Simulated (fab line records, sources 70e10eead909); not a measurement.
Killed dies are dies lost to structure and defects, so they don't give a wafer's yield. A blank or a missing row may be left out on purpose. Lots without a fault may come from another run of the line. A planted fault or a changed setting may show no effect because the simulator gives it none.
Which tool did it? | flow nand_harc | 24 lots, 72 wafers sampled, at 6 steps of a route of 1302

WHAT THE GAUGES READ, wafer by wafer
The record holds no reading of a measuring or inspecting step that can be judged against a usual standard deviation.

WHICH TOOL RAN EACH LOT (tool, then ch and the chambers of the sampled wafers, then the start)
lot  | NHARC_A_STAIRCASE_TRIM_235                    | NHARC_A_STAIRCASE_HM_DEP_456  | NHARC_A_STAIRCASE_ETCH_271         | NHARC_A_STAIRCASE_HM_OPEN_457                 | NHARC_A_STAIRCASE_ETCH_294                    | NHARC_A_STAIRCASE_DEP_301
L075 | rie_diel-02 ch 0,2,3, day 16 10:53 or earlier | acl_dep-03 ch 0, day 16 10:53 | rie_diel-02 ch 0,1,3, day 16 13:31 | rie_diel-02 ch 0,1,2, day 17 04:59 or earlier | rie_diel-05 ch 0,1,2, day 17 04:59 or earlier | pecvd-04 ch 1,2, day 17 04:59
L074 | rie_diel-05 ch 1,2,3, day 16 21:02 or earlier | acl_dep-03 ch 0, day 16 21:02 | rie_diel-05 ch 1,2, day 16 23:39   | rie_diel-05 ch 1,3, day 17 09:55 or earlier   | rie_diel-05 ch 0,2, day 17 09:55 or earlier   | pecvd-03 ch 0,1,2, day 17 09:55
L076 | rie_diel-09 ch 1,2,3, day 17 21:46 or earlier | acl_dep-03 ch 0, day 17 21:46 | rie_diel-09 ch 1,2, day 18 00:45   | rie_diel-09 ch 0,2, day 18 11:21 or earlier   | rie_diel-02 ch 1,3, day 18 11:21 or earlier   | pecvd-03 ch 1,2, day 18 11:21
L077 | rie_diel-09 ch 0,1, day 18 00:12 or earlier   | acl_dep-01 ch 0, day 18 00:12 | rie_diel-09 ch 0,3, day 18 02:44   | rie_diel-09 ch 0,3, day 18 13:52 or earlier   | rie_diel-09 ch 0,1,2, day 18 13:52 or earlier | pecvd-03 ch 0,1, day 18 13:52
L078 | rie_diel-09 ch 0,3, day 18 03:43 or earlier   | acl_dep-01 ch 0, day 18 03:43 | rie_diel-09 ch 2,3, day 18 06:16   | rie_diel-09 ch 0,3, day 18 17:51 or earlier   | rie_diel-02 ch 1,2, day 18 17:51 or earlier   | pecvd-04 ch 0,1,2, day 18 17:51
L080 | rie_diel-02 ch 1,2, day 18 11:14 or earlier   | acl_dep-01 ch 0, day 18 11:14 | rie_diel-05 ch 1,3, day 18 14:01   | rie_diel-05 ch 0,3, day 19 01:56 or earlier   | rie_diel-09 ch 1,2, day 19 01:56 or earlier   | pecvd-03 ch 0,1,2, day 19 01:56
L079 | rie_diel-02 ch 0,2,3, day 18 17:46 or earlier | acl_dep-01 ch 0, day 18 17:46 | rie_diel-02 ch 0,3, day 18 20:38   | rie_diel-02 ch 1,2,3, day 19 21:00 or earlier | rie_diel-09 ch 1,2,3, day 19 21:00 or earlier | pecvd-03 ch 0,1,2, day 19 21:00
L081 | rie_diel-09 ch 1,2,3, day 19 13:06 or earlier | acl_dep-03 ch 0, day 19 13:06 | rie_diel-02 ch 0,3, day 19 15:43   | rie_diel-02 ch 0,2,3, day 20 10:32 or earlier | rie_diel-09 ch 0,1,2, day 20 10:32 or earlier | pecvd-04 ch 1,2, day 20 10:32
L082 | rie_diel-02 ch 1,2, day 19 14:34 or earlier   | acl_dep-02 ch 0, day 19 14:34 | rie_diel-09 ch 0,1,3, day 19 17:29 | rie_diel-09 ch 0,3, day 20 12:25 or earlier   | rie_diel-09 ch 0,1,3, day 20 12:25 or earlier | pecvd-04 ch 0,1,2, day 20 12:25
L083 | rie_diel-09 ch 0,3, day 19 20:51 or earlier   | acl_dep-03 ch 0, day 19 20:51 | rie_diel-02 ch 1,2,3, day 19 23:41 | rie_diel-02 ch 0,1,2, day 20 15:32 or earlier | rie_diel-02 ch 0,2,3, day 20 15:32 or earlier | pecvd-04 ch 0,1,2, day 20 15:32
L084 | rie_diel-05 ch 0,1, day 20 01:10 or earlier   | acl_dep-03 ch 0, day 20 01:10 | rie_diel-09 ch 1,2,3, day 20 03:34 | rie_diel-09 ch 1,2, day 20 16:22 or earlier   | rie_diel-05 ch 0,1, day 20 16:22 or earlier   | pecvd-02 ch 0,1,2, day 20 16:22
L085 | rie_diel-02 ch 0,1,2, day 20 23:38 or earlier | acl_dep-03 ch 0, day 20 23:38 | rie_diel-05 ch 0,2,3, day 21 02:34 | rie_diel-05 ch 0,1,2, day 21 20:06 or earlier | rie_diel-05 ch 0,1,2, day 21 20:06 or earlier | pecvd-04 ch 0,1,2, day 21 20:06
L086 | rie_diel-05 ch 0,2,3, day 21 03:55 or earlier | acl_dep-02 ch 0, day 21 03:55 | rie_diel-05 ch 0,2,3, day 21 06:50 | rie_diel-05 ch 0,1, day 21 21:45 or earlier   | rie_diel-09 ch 1,2,3, day 21 21:45 or earlier | pecvd-03 ch 0,1,2, day 21 21:45
L088 | rie_diel-05 ch 0,2,3, day 22 04:52 or earlier | acl_dep-01 ch 0, day 22 04:52 | rie_diel-09 ch 0,1,2, day 22 07:50 | rie_diel-09 ch 0,2,3, day 22 23:29 or earlier | rie_diel-02 ch 0,1,2, day 22 23:29 or earlier | pecvd-04 ch 0,1,2, day 22 23:29
L087 | rie_diel-05 ch 0,1, day 22 07:48 or earlier   | acl_dep-03 ch 0, day 22 07:48 | rie_diel-09 ch 1,2, day 22 10:26   | rie_diel-09 ch 1,2, day 22 21:01 or earlier   | rie_diel-09 ch 1,2, day 22 21:01 or earlier   | pecvd-03 ch 0,2, day 22 21:01
L089 | rie_diel-05 ch 1,2, day 22 17:37 or earlier   | acl_dep-03 ch 0, day 22 17:37 | rie_diel-09 ch 1,3, day 22 20:32   | rie_diel-09 ch 0,1, day 23 12:06 or earlier   | rie_diel-09 ch 0,2,3, day 23 12:06 or earlier | pecvd-02 ch 0,1,2, day 23 12:06
L090 | rie_diel-02 ch 2,3, day 23 11:35 or earlier   | acl_dep-03 ch 0, day 23 11:35 | rie_diel-05 ch 0,1,2, day 23 13:54 | rie_diel-05 ch 1,3, day 24 00:23 or earlier   | rie_diel-09 ch 0,1,3, day 24 00:23 or earlier | pecvd-04 ch 0,2, day 24 00:23
L092 | rie_diel-09 ch 0,1,2, day 23 13:28 or earlier | acl_dep-03 ch 0, day 23 13:28 | rie_diel-05 ch 0,1,2, day 23 16:29 | rie_diel-05 ch 0,1, day 24 02:48 or earlier   | rie_diel-09 ch 0,1, day 24 02:48 or earlier   | pecvd-02 ch 0,1,2, day 24 02:48
L091 | rie_diel-05 ch 0,2,3, day 23 15:37 or earlier | acl_dep-03 ch 0, day 23 15:37 | rie_diel-02 ch 0,1,2, day 23 18:18 | rie_diel-02 ch 2,3, day 24 04:53 or earlier   | rie_diel-02 ch 0,3, day 24 04:53 or earlier   | pecvd-02 ch 0,2, day 24 04:53
L093 | rie_diel-05 ch 0,1,3, day 24 11:38 or earlier | acl_dep-03 ch 0, day 24 11:38 | rie_diel-05 ch 1,2,3, day 24 14:37 | rie_diel-05 ch 0,1,2, day 25 00:38 or earlier | rie_diel-02 ch 1,2, day 25 00:38 or earlier   | pecvd-04 ch 0,1,2, day 25 00:38
L094 | rie_diel-09 ch 0,1, day 25 03:59 or earlier   | acl_dep-02 ch 0, day 25 03:59 | rie_diel-09 ch 0,3, day 25 07:01   | rie_diel-09 ch 1,3, day 25 21:10 or earlier   | rie_diel-02 ch 0,1,3, day 25 21:10 or earlier | pecvd-03 ch 0,2, day 25 21:10
L096 | rie_diel-05 ch 0,2,3, day 25 09:17 or earlier | acl_dep-01 ch 0, day 25 09:17 | rie_diel-02 ch 1,2,3, day 25 12:20 | rie_diel-02 ch 0,1,3, day 26 02:31 or earlier | rie_diel-05 ch 0,3, day 26 02:31 or earlier   | pecvd-03 ch 1,2, day 26 02:31
L095 | rie_diel-09 ch 0,1,3, day 25 18:20 or earlier | acl_dep-01 ch 0, day 25 18:20 | rie_diel-09 ch 0,1,3, day 25 21:38 | rie_diel-09 ch 1,2,3, day 26 09:44 or earlier | rie_diel-02 ch 0,1,3, day 26 09:44 or earlier | pecvd-04 ch 0,1,2, day 26 09:44
L097 | rie_diel-02 ch 0,2,3, day 26 07:09 or earlier | acl_dep-01 ch 0, day 26 07:09 | rie_diel-02 ch 0,3, day 26 09:57   | rie_diel-02 ch 0,1,2, day 27 06:08 or earlier | rie_diel-02 ch 0,3, day 27 06:08 or earlier   | pecvd-04 ch 0,1, day 27 06:08
- NHARC_A_STAIRCASE_TRIM_235: chemistry O2, time 211.2 s.
- NHARC_A_STAIRCASE_HM_DEP_456: deposits aC, target thk 3100 nm.
- NHARC_A_STAIRCASE_ETCH_271: etches the open film in CF4/CHF3.
- NHARC_A_STAIRCASE_HM_OPEN_457: chemistry O2/COS.
- NHARC_A_STAIRCASE_ETCH_294: etches the open film in C4F8/O2/Ar, target depth 4989 nm, time 1211.6 s.
- NHARC_A_STAIRCASE_DEP_301: deposits SiON, target thk 30 nm.

WHAT THE TOOLS THEMSELVES READ (means of the sampled wafers that have a number; where no wafer has one, the mark that the record gives instead)
NHARC_A_STAIRCASE_TRIM_235. Usual: drypump_motor_current_A 5.8 A, standard deviation 0.42; oes_product_au 1.000 a.u., standard deviation 0.0093; rf_vpp_V 57.7 V, standard deviation 0.88; showerhead_plenum_p_Torr 3.48 Torr, standard deviation 0.16; throttle_valve_pct 17.037 %, standard deviation 0.0093.
lot  | tool        | drypump_motor_current_A (A) | oes_product_au (a.u.) | rf_vpp_V (V) | showerhead_plenum_p_Torr (Torr) | throttle_valve_pct (%) | flag
L075 | rie_diel-02 | 5.7                         | 0.999                 | 57.2         | 3.47                            | 17.043                 |
L074 | rie_diel-05 | 6.0                         | 0.996                 | 57.8         | 3.58                            | 17.038                 |
L076 | rie_diel-09 | 5.4                         | 1.002                 | 57.9         | 3.52                            | 17.037                 |
L077 | rie_diel-09 | 5.6                         | 1.009                 | 57.3         | 3.43                            | 17.036                 |
L078 | rie_diel-09 | 5.4                         | 1.000                 | 57.6         | 3.56                            | 17.034                 |
L080 | rie_diel-02 | 5.7                         | 1.006                 | 57.6         | 3.39                            | 17.031                 |
L079 | rie_diel-02 | 5.7                         | 0.993                 | 58.1         | 3.47                            | 17.036                 |
L081 | rie_diel-09 | 5.4                         | 0.994                 | 57.3         | 3.52                            | 17.034                 |
L082 | rie_diel-02 | 5.4                         | 1.006                 | 57.2         | 3.34                            | 17.048                 |
L083 | rie_diel-09 | 5.9                         | 1.009                 | 57.4         | 3.49                            | 17.037                 |
L084 | rie_diel-05 | 6.0                         | 0.997                 | 57.6         | 3.34                            | 17.027                 |
L085 | rie_diel-02 | 5.7                         | 0.998                 | 57.3         | 3.35                            | 17.036                 |
L086 | rie_diel-05 | 5.9                         | 0.994                 | 58.0         | 3.56                            | 17.029                 |
L088 | rie_diel-05 | 6.0                         | 1.004                 | 57.9         | 3.55                            | 17.043                 |
L087 | rie_diel-05 | 6.0                         | 0.998                 | 57.4         | 3.33                            | 17.036                 |
L089 | rie_diel-05 | 6.0                         | 1.002                 | 57.6         | 3.47                            | 17.036                 |
L090 | rie_diel-02 | 5.6                         | 1.000                 | 58.1         | 3.59                            | 17.047                 |
L092 | rie_diel-09 | 5.9                         | 0.996                 | 57.9         | 3.43                            | 17.047                 |
L091 | rie_diel-05 | 6.0                         | 0.996                 | 57.8         | 3.55                            | 17.031                 |
L093 | rie_diel-05 | 5.9                         | 0.997                 | 56.9         | 3.41                            | 17.031                 |
L094 | rie_diel-09 | 6.0                         | 0.993                 | 56.9         | 3.40                            | 17.031                 |
L096 | rie_diel-05 | 6.0                         | 1.008                 | 57.7         | 3.54                            | 17.042                 |
L095 | rie_diel-09 | 5.5                         | 1.005                 | 57.5         | 3.46                            | 17.041                 |
L097 | rie_diel-02 | 5.8                         | 1.004                 | 58.3         | 3.62                            | 17.038                 |

NHARC_A_STAIRCASE_HM_DEP_456. Usual: throttle_valve_pct 35.000 %, standard deviation 0.0087.
lot  | tool       | throttle_valve_pct (%) | flag
L075 | acl_dep-03 | 35.005                 |
L074 | acl_dep-03 | 35.000                 |
L076 | acl_dep-03 | 35.006                 |
L077 | acl_dep-01 | 34.987                 |
L078 | acl_dep-01 | 35.007                 |
L080 | acl_dep-01 | 34.996                 |
L079 | acl_dep-01 | 34.997                 |
L081 | acl_dep-03 | 35.010                 |
L082 | acl_dep-02 | 34.991                 |
L083 | acl_dep-03 | 34.993                 |
L084 | acl_dep-03 | 35.002                 |
L085 | acl_dep-03 | 34.998                 |
L086 | acl_dep-02 | 34.995                 |
L088 | acl_dep-01 | 35.002                 |
L087 | acl_dep-03 | 35.001                 |
L089 | acl_dep-03 | 35.004                 |
L090 | acl_dep-03 | 35.005                 |
L092 | acl_dep-03 | 34.994                 |
L091 | acl_dep-03 | 35.008                 |
L093 | acl_dep-03 | 35.001                 |
L094 | acl_dep-02 | 34.999                 |
L096 | acl_dep-01 | 35.000                 |
L095 | acl_dep-01 | 35.001                 |
L097 | acl_dep-01 | 34.994                 |

NHARC_A_STAIRCASE_ETCH_271. Usual: chf3_flow_sccm 30.01 sccm, standard deviation 0.09; drypump_motor_current_A 5.8 A, standard deviation 0.44; oes_product_au 0.953 a.u., standard deviation 0.02; rf_vpp_V 369.8 V, standard deviation 2.4; showerhead_plenum_p_Torr 1.55 Torr, standard deviation 0.069; throttle_valve_pct 16.803 %, standard deviation 0.0082.
lot  | tool        | chf3_flow_sccm (sccm) | drypump_motor_current_A (A) | oes_product_au (a.u.) | rf_vpp_V (V) | showerhead_plenum_p_Torr (Torr) | throttle_valve_pct (%) | flag
L075 | rie_diel-02 | 30.04                 | 6.0                         | 0.948                 | 370.1        | 1.57                            | 16.808                 |
L074 | rie_diel-05 | 30.03                 | 6.1                         | 0.946                 | 371.8        | 1.61                            | 16.800                 |
L076 | rie_diel-09 | 29.91                 | 5.5                         | 0.954                 | 369.8        | 1.54                            | 16.805                 |
L077 | rie_diel-09 | 29.94                 | 5.4                         | 0.927                 | 372.1        | 1.59                            | 16.802                 |
L078 | rie_diel-09 | 30.00                 | 5.7                         | 0.964                 | 371.4        | 1.58                            | 16.799                 |
L080 | rie_diel-05 | 29.96                 | 6.0                         | 0.956                 | 369.4        | 1.53                            | 16.801                 |
L079 | rie_diel-02 | 30.03                 | 6.1                         | 0.946                 | 370.0        | 1.55                            | 16.799                 |
L081 | rie_diel-02 | 30.05                 | 6.0                         | 0.981                 | 371.7        | 1.62                            | 16.801                 |
L082 | rie_diel-09 | 29.91                 | 5.5                         | 0.970                 | 370.0        | 1.56                            | 16.808                 |
L083 | rie_diel-02 | 30.04                 | 5.6                         | 0.972                 | 369.7        | 1.56                            | 16.804                 |
L084 | rie_diel-09 | 30.05                 | 5.4                         | 0.914                 | 370.2        | 1.57                            | 16.795                 |
L085 | rie_diel-05 | 29.97                 | 5.9                         | 0.963                 | 371.3        | 1.59                            | 16.807                 |
L086 | rie_diel-05 | 30.06                 | 5.9                         | 0.965                 | 370.9        | 1.59                            | 16.800                 |
L088 | rie_diel-09 | 30.03                 | 5.8                         | 0.967                 | 368.8        | 1.53                            | 16.806                 |
L087 | rie_diel-09 | 30.12                 | 5.5                         | 0.972                 | 369.7        | 1.53                            | 16.806                 |
L089 | rie_diel-09 | 30.06                 | 5.1                         | 0.943                 | 370.4        | 1.58                            | 16.801                 |
L090 | rie_diel-05 | 30.01                 | 6.0                         | 0.959                 | 369.6        | 1.54                            | 16.802                 |
L092 | rie_diel-05 | 29.99                 | 6.0                         | 0.924                 | 370.1        | 1.54                            | 16.811                 |
L091 | rie_diel-02 | 29.97                 | 5.7                         | 0.967                 | 366.6        | 1.49                            | 16.809                 |
L093 | rie_diel-05 | 29.98                 | 6.0                         | 0.926                 | 370.7        | 1.58                            | 16.805                 |
L094 | rie_diel-09 | 30.08                 | 5.9                         | 0.924                 | 370.3        | 1.54                            | 16.806                 |
L096 | rie_diel-02 | 30.01                 | 5.6                         | 0.935                 | 371.9        | 1.63                            | 16.796                 |
L095 | rie_diel-09 | 30.03                 | 5.5                         | 0.974                 | 369.9        | 1.54                            | 16.801                 |
L097 | rie_diel-02 | 29.91                 | 6.0                         | 0.976                 | 371.5        | 1.60                            | 16.805                 |

NHARC_A_STAIRCASE_HM_OPEN_457. Usual: drypump_motor_current_A 5.7 A, standard deviation 0.45; oes_product_au 1.000 a.u., standard deviation 0.0073; rf_vpp_V 466 V, standard deviation 3; showerhead_plenum_p_Torr 3.08 Torr, standard deviation 0.14; throttle_valve_pct 28.329 %, standard deviation 0.0086.
lot  | tool        | drypump_motor_current_A (A) | oes_product_au (a.u.) | rf_vpp_V (V) | showerhead_plenum_p_Torr (Torr) | throttle_valve_pct (%) | flag
L075 | rie_diel-02 | 5.7                         | 0.996                 | 464          | 2.97                            | 28.331                 |
L074 | rie_diel-05 | 6.0                         | 0.998                 | 466          | 3.05                            | 28.327                 |
L076 | rie_diel-09 | 6.1                         | 1.000                 | 466          | 3.08                            | 28.328                 |
L077 | rie_diel-09 | 5.4                         | 0.997                 | 467          | 3.15                            | 28.328                 |
L078 | rie_diel-09 | 5.9                         | 1.005                 | 467          | 3.09                            | 28.323                 |
L080 | rie_diel-05 | 5.8                         | 0.996                 | 465          | 3.03                            | 28.340                 |
L079 | rie_diel-02 | 5.7                         | 1.002                 | 466          | 3.10                            | 28.331                 |
L081 | rie_diel-02 | 5.8                         | 0.999                 | 466          | 3.07                            | 28.325                 |
L082 | rie_diel-09 | 5.9                         | 1.002                 | 466          | 3.08                            | 28.335                 |
L083 | rie_diel-02 | 5.8                         | 1.001                 | 463          | 2.96                            | 28.328                 |
L084 | rie_diel-09 | 5.5                         | 0.997                 | 466          | 3.05                            | 28.327                 |
L085 | rie_diel-05 | 6.0                         | 1.001                 | 466          | 3.06                            | 28.333                 |
L086 | rie_diel-05 | 5.9                         | 0.998                 | 464          | 2.94                            | 28.325                 |
L088 | rie_diel-09 | 5.8                         | 0.994                 | 467          | 3.10                            | 28.332                 |
L087 | rie_diel-09 | 5.7                         | 0.997                 | 466          | 3.06                            | 28.336                 |
L089 | rie_diel-09 | 5.6                         | 1.002                 | 465          | 3.02                            | 28.336                 |
L090 | rie_diel-05 | 5.9                         | 0.983                 | 467          | 3.11                            | 28.330                 |
L092 | rie_diel-05 | 6.0                         | 0.994                 | 463          | 2.93                            | 28.329                 |
L091 | rie_diel-02 | 5.6                         | 0.998                 | 468          | 3.18                            | 28.330                 |
L093 | rie_diel-05 | 6.0                         | 1.008                 | 466          | 3.05                            | 28.324                 |
L094 | rie_diel-09 | 5.1                         | 1.012                 | 466          | 3.07                            | 28.328                 |
L096 | rie_diel-02 | 6.0                         | 1.013                 | 467          | 3.09                            | 28.324                 |
L095 | rie_diel-09 | 5.4                         | 0.998                 | 467          | 3.08                            | 28.324                 |
L097 | rie_diel-02 | 5.8                         | 1.008                 | 467          | 3.10                            | 28.338                 |

NHARC_A_STAIRCASE_ETCH_294. Usual: oes_product_au 0.933 a.u., standard deviation 0.011; rf_vpp_V 1823 V, standard deviation 11.
lot  | tool        | oes_product_au (a.u.) | rf_vpp_V (V) | flag
L075 | rie_diel-05 | 0.920                 | 1823         |
L074 | rie_diel-05 | 0.925                 | 1823         |
L076 | rie_diel-02 | 0.936                 | 1838         |
L077 | rie_diel-09 | 0.937                 | 1821         |
L078 | rie_diel-02 | 0.936                 | 1814         |
L080 | rie_diel-09 | 0.924                 | 1823         |
L079 | rie_diel-09 | 0.934                 | 1826         |
L081 | rie_diel-09 | 0.936                 | 1821         |
L082 | rie_diel-09 | 0.938                 | 1824         |
L083 | rie_diel-02 | 0.921                 | 1821         |
L084 | rie_diel-05 | 0.930                 | 1812         |
L085 | rie_diel-05 | 0.939                 | 1822         |
L086 | rie_diel-09 | 0.945                 | 1826         |
L088 | rie_diel-02 | 0.929                 | 1812         |
L087 | rie_diel-09 | 0.940                 | 1819         |
L089 | rie_diel-09 | 0.935                 | 1825         |
L090 | rie_diel-09 | 0.921                 | 1822         |
L092 | rie_diel-09 | 0.937                 | 1818         |
L091 | rie_diel-02 | 0.931                 | 1832         |
L093 | rie_diel-02 | 0.936                 | 1811         |
L094 | rie_diel-02 | 0.954                 | 1823         |
L096 | rie_diel-05 | 0.933                 | 1817         |
L095 | rie_diel-02 | 0.950                 | 1822         |
L097 | rie_diel-02 | 0.937                 | 1820         |

NHARC_A_STAIRCASE_DEP_301. Usual: heater_power_w 764 W, standard deviation 74.
lot  | tool     | heater_power_w (W) | flag
L075 | pecvd-04 | 717                |
L074 | pecvd-03 | 782                |
L076 | pecvd-03 | 769                |
L077 | pecvd-03 | 822                |
L078 | pecvd-04 | 767                |
L080 | pecvd-03 | 742                |
L079 | pecvd-03 | 768                |
L081 | pecvd-04 | 701                |
L082 | pecvd-04 | 780                |
L083 | pecvd-04 | 760                |
L084 | pecvd-02 | 742                |
L085 | pecvd-04 | 797                |
L086 | pecvd-03 | 793                |
L088 | pecvd-04 | 767                |
L087 | pecvd-03 | 760                |
L089 | pecvd-02 | 747                |
L090 | pecvd-04 | 753                |
L092 | pecvd-02 | 707                |
L091 | pecvd-02 | 743                |
L093 | pecvd-04 | 771                |
L094 | pecvd-03 | 773                |
L096 | pecvd-03 | 799                |
L095 | pecvd-04 | 749                |
L097 | pecvd-04 | 748                |

THE ANSWER, worked out from the rows above alone
Rule: a lot is off if the mean of its wafers that have a number lies more than 3 standard deviations from the usual mean. A lot without any number at a reading at which 4 lots or more have one is off too. The other lots that the step has rows for count as sound. The gauges are gone through in route order, then the tools' own readings, and for those a lot's mean is taken as printed above. The first step at which some lot is off is used, and at that step the reading that is off furthest; a lot without a number counts as furthest.
No lot is off at any reading shown: from this, nothing can be told.

WHAT THE SIMULATOR HAD PUT IN
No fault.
